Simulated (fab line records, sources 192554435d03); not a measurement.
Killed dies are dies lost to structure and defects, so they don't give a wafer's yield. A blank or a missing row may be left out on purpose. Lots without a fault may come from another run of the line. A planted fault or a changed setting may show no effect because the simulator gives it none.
Problem report in the 8D (eight disciplines) form, filled by code | flow n5_finfet | the parts of the form that need people (team, actions taken, sign-off) are left out

1. THE PROBLEM
killed_at_contacts at N5_PASSIVATION_PROBE_49 reads a mean of 117 on 1 wafer of 1 lot; wafers without a fault read 12 with a standard deviation of 5.7. That is +18 standard deviations from the usual mean.
First seen on wafer L413.6, day 14 22:15, on prober-02. The record holds 3 wafers of 1 lot with a number at this step. Rule for "out", or "out of limits": more than 4 standard deviations from the usual mean. The other wafers with a number count as sound.

2. WHAT IT IS AND WHAT IT IS NOT
question                    | is                                                                                                                     | is not
which readings at this step | killed_at_contacts, defect_limited_yield, killed_dies, killed_on_rim, sort_bin_5_function, sort_n_pass, sort_yield_pct | killed_at_M0_to_M3, killed_at_M4_up, killed_at_front_end, killed_at_other, killed_open, killed_short
which lots                  | L413                                                                                                                   | -
which wafers of those lots  | L413.6                                                                                                                 | L413.2, L413.3
read on which tools         | prober-02                                                                                                              | -
when                        | from day 14 22:15                                                                                                      | up to then (2 sound wafers)

3. SUSPECTS, AND WHAT RULES EACH OUT
Counting: a tool at a process step up to the reading stays a suspect if it ran every lot that is out. Sound lots after the first of them don't rule it out here, since some wafers of a struck lot are sound.
- rie_diel-01 at N5_MOL_CONTACT_COAG_VIA_ETCH_117 (etches SiO2 in C4F6/O2, target depth 40 nm, overetch 8 nm, time 26 s): kept. It ran the lot that is out, L413 (day 7 16:39).
- pvd_sputter-01 at N5_MIM_BOT_DEGAS_01 (time 60 s): kept. It ran the lot that is out, L413 (day 14 05:43).
- pvd_sputter-01 at N5_MIM_BOT_SPUTTER_00 (material TiN, target thk 35 nm, time 89.7 s): kept. It ran the lot that is out, L413 (day 14 05:45).
- rie_diel-01 at N5_MIM_TOP_LITHO_DESCUM_10 (chemistry O2, time 7.9 s): kept. It ran the lot that is out, L413 (day 14 10:20).
- prober-02 at N5_PASSIVATION_PROBE_49: kept. It ran the lot that is out, L413 (day 14 22:03). Its own readings are out on those wafers: defect_limited_yield, killed_at_contacts, killed_dies, killed_on_rim, sort_bin_5_function, sort_n_pass, sort_yield_pct.
- Within rie_diel-01 at N5_MOL_CONTACT_COAG_VIA_ETCH_117: the wafers that are out ran in chamber 2; their sound lot-mates ran in chambers 0, 3.
Left after counting: rie_diel-01 at N5_MOL_CONTACT_COAG_VIA_ETCH_117, pvd_sputter-01 at N5_MIM_BOT_DEGAS_01, pvd_sputter-01 at N5_MIM_BOT_SPUTTER_00, rie_diel-01 at N5_MIM_TOP_LITHO_DESCUM_10, prober-02 at N5_PASSIVATION_PROBE_49.

4. THE CAUSE (what the simulator had put in)
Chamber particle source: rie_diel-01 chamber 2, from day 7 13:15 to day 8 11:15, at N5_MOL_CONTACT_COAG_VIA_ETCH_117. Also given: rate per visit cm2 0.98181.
Counting left 5 suspects, and this tool is among them.

5. THE CHAIN OF EFFECTS, in route order
Each row: a reading whose mean over the struck wafers that have a number lies more than 3 standard deviations from the usual. Only readings for which the record gives a usual standard deviation are gone through. hours: the time from each lot's start at the first step in this table that gives one to its start at this step, as a median over the lots. sigmas: the change in usual standard deviations.
hours | step                    | reading              | usual  | on struck wafers | change | sigmas
0     | N5_PASSIVATION_PROBE_49 | defect_limited_yield | 91.3 % | 81.5             | -9.8   | -6.5
0     | N5_PASSIVATION_PROBE_49 | killed_at_contacts   | 12     | 117              | +105   | +18
0     | N5_PASSIVATION_PROBE_49 | killed_dies          | 102    | 218              | +116   | +6.4
0     | N5_PASSIVATION_PROBE_49 | killed_on_rim        | 13     | 36               | +23    | +5.8
0     | N5_PASSIVATION_PROBE_49 | sort_bin_5_function  | 5.1 %  | 10.9             | +5.8   | +5.8
0     | N5_PASSIVATION_PROBE_49 | sort_n_pass          | 1078   | 962              | -116   | -6.4
0     | N5_PASSIVATION_PROBE_49 | sort_yield_pct       | 91.3 % | 81.5             | -9.8   | -6.5
The process steps in it:
- N5_PASSIVATION_PROBE_49

6. WHAT WOULD HAVE CAUGHT IT SOONER
In this record the first reading out of limits was taken at day 14 22:15, 177 hours after the fault began at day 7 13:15.
Of the tool readings at N5_MOL_CONTACT_COAG_VIA_ETCH_117 for which the record gives a usual standard deviation, none was out on any struck wafer, so an alarm limit of 4 standard deviations on them would not have fired.
All the lots that are out (1) had begun N5_MOL_CONTACT_COAG_VIA_ETCH_117 on rie_diel-01 by day 14 22:15. A hold on the tool at that time would have spared none of them.
